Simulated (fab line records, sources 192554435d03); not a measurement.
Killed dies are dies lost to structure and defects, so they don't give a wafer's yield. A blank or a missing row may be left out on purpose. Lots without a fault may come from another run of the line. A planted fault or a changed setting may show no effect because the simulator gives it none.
Chamber matching | flow n5_finfet | N5_FIN_SAQP_PECVD_47 on pecvd-02: 3 sister chambers
The step deposits a-Si from SiH4/He, target thk 45 nm, time 36.3 s. 6 wafers are shown with their chamber, then 12 later ones without.

WAFERS WITH THEIR CHAMBER
wafer  | chamber | throttle_valve_pct (%) | heater_power_w (W)
L085.5 | 2       | 17.8                   | 1013
L087.3 | 1       | 18.4                   | 776
L087.5 | 0       | 18.3                   | 907
L089.2 | 0       | 18.3                   | 806
L089.3 | 1       | 18.7                   | 740
L089.6 | 2       | 17.6                   | 1065

WAFERS WITHOUT THEIR CHAMBER
wafer  | throttle_valve_pct (%) | heater_power_w (W)
L090.2 | 18.5                   | 858
L090.3 | 17.9                   | 1068
L090.5 | 18.4                   | 701
L092.1 | 17.8                   | 878
L092.2 | 18.1                   | 909
L092.3 | 18.5                   | 807
L093.3 | 18.3                   | 764
L093.5 | 18.2                   | 846
L093.6 | 17.7                   | 913
L095.2 | 18.1                   | 875
L095.4 | 17.8                   | 1060
L095.6 | 18.2                   | 897

WHICH CHAMBER EACH WENT THROUGH
wafer  | from the rows above     | in truth
L090.2 | can't be placed: 0 or 1 | 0
L090.3 | 2                       | 2
L090.5 | can't be placed: 1 or 0 | 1
L092.1 | can't be placed: 2 or 0 | 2
L092.2 | 0                       | 0
L092.3 | can't be placed: 1 or 0 | 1
L093.3 | can't be placed: 1 or 0 | 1
L093.5 | 0                       | 0
L093.6 | can't be placed: 2 or 0 | 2
L095.2 | 0                       | 0
L095.4 | 2                       | 2
L095.6 | 0                       | 0
Placed correctly: 6 of 12. Can't be placed from these rows: 6 (the true chamber is among the candidates in 6). Placed wrongly: 0.
How it was worked out, from the rows above alone: a wafer's distance from a chamber is the root of the sum, over the readings, of the square of ((its reading less the chamber's mean) divided by the reading's scatter). The wafer belongs to the nearest chamber; if the next one is less than 2 further off, it can't be placed. A chamber's mean is the mean of its shown wafers. The scatter: the root of (the sum of the squares of (reading less its chamber's mean) over the shown wafers, divided by (wafers less chambers)).
